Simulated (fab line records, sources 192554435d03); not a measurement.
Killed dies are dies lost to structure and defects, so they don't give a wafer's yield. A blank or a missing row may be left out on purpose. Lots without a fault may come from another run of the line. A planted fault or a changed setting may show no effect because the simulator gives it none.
Chamber matching | flow n5_finfet | N5_BEOL_M12_ETCH_59 on rie_diel-01: 4 sister chambers
The step etches BARC in N2/H2, target depth 89 nm, overetch 26.7 nm, time 67.9 s. 16 wafers are shown with their chamber, then 8 later ones without.

WAFERS WITH THEIR CHAMBER
wafer  | chamber | showerhead_plenum_p_Torr (Torr) | throttle_valve_pct (%) | drypump_motor_current_A (A)
L075.2 | 0       | 2.40                            | 18.2                   | 5.9
L075.3 | 2       | 2.58                            | 17.4                   | 6.5
L075.6 | 0       | 2.40                            | 18.3                   | 5.9
L081.1 | 1       | 2.60                            | 17.9                   | 5.8
L081.3 | 2       | 2.58                            | 17.5                   | 6.4
L081.6 | 2       | 2.58                            | 17.5                   | 6.5
L084.1 | 0       | 2.39                            | 18.3                   | 5.9
L084.2 | 2       | 2.58                            | 17.5                   | 6.4
L084.4 | 0       | 2.39                            | 18.3                   | 6.0
L086.2 | 3       | 2.55                            | 18.4                   | 5.6
L086.3 | 1       | 2.60                            | 17.9                   | 5.8
L086.4 | 2       | 2.58                            | 17.5                   | 6.5
L087.4 | 2       | 2.57                            | 17.5                   | 6.5
L087.5 | 3       | 2.55                            | 18.4                   | 5.6
L087.6 | 1       | 2.59                            | 17.9                   | 5.8
L089.2 | 3       | 2.55                            | 18.4                   | 5.6

SIGNATURES (means of the wafers above)
reading                  | chamber 0 | chamber 1 | chamber 2 | chamber 3 | scatter within a chamber
showerhead_plenum_p_Torr | 2.3950    | 2.5967    | 2.5783    | 2.5500    | 0.00456
throttle_valve_pct       | 18.275    | 17.900    | 17.483    | 18.400    | 0.0363
drypump_motor_current_A  | 5.925     | 5.800     | 6.467     | 5.600     | 0.0417
Rule: a wafer's distance from a chamber is the root of the sum, over the readings, of the square of ((its reading less the chamber's mean) divided by the reading's scatter). The wafer belongs to the nearest chamber; if the next one is less than 2 further off, it can't be placed. The scatter: the root of (the sum of the squares of (reading less its chamber's mean) over the shown wafers, divided by (wafers less chambers)).

WAFERS WITHOUT THEIR CHAMBER
wafer  | showerhead_plenum_p_Torr (Torr) | throttle_valve_pct (%) | drypump_motor_current_A (A)
L089.3 | 2.57                            | 17.5                   | 6.4
L089.6 | 2.59                            | 17.9                   | 5.8
L090.4 | 2.59                            | 17.9                   | 5.8
L090.5 | 2.54                            | 18.4                   | 5.6
L090.6 | 2.57                            | 17.5                   | 6.5
L093.1 | 2.70                            | 17.9                   | 5.9
L093.3 | 2.57                            | 17.5                   | 6.5
L093.4 | 2.54                            | 18.4                   | 5.6

WHICH CHAMBER EACH WENT THROUGH
wafer  | from the rows above | in truth
L089.3 | 2                   | 2
L089.6 | 1                   | 1
L090.4 | 1                   | 1
L090.5 | 3                   | 3
L090.6 | 2                   | 2
L093.1 | 1                   | 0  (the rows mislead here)
L093.3 | 2                   | 2
L093.4 | 3                   | 3
Placed correctly: 7 of 8. Can't be placed from these rows: 0. Placed wrongly: 1.
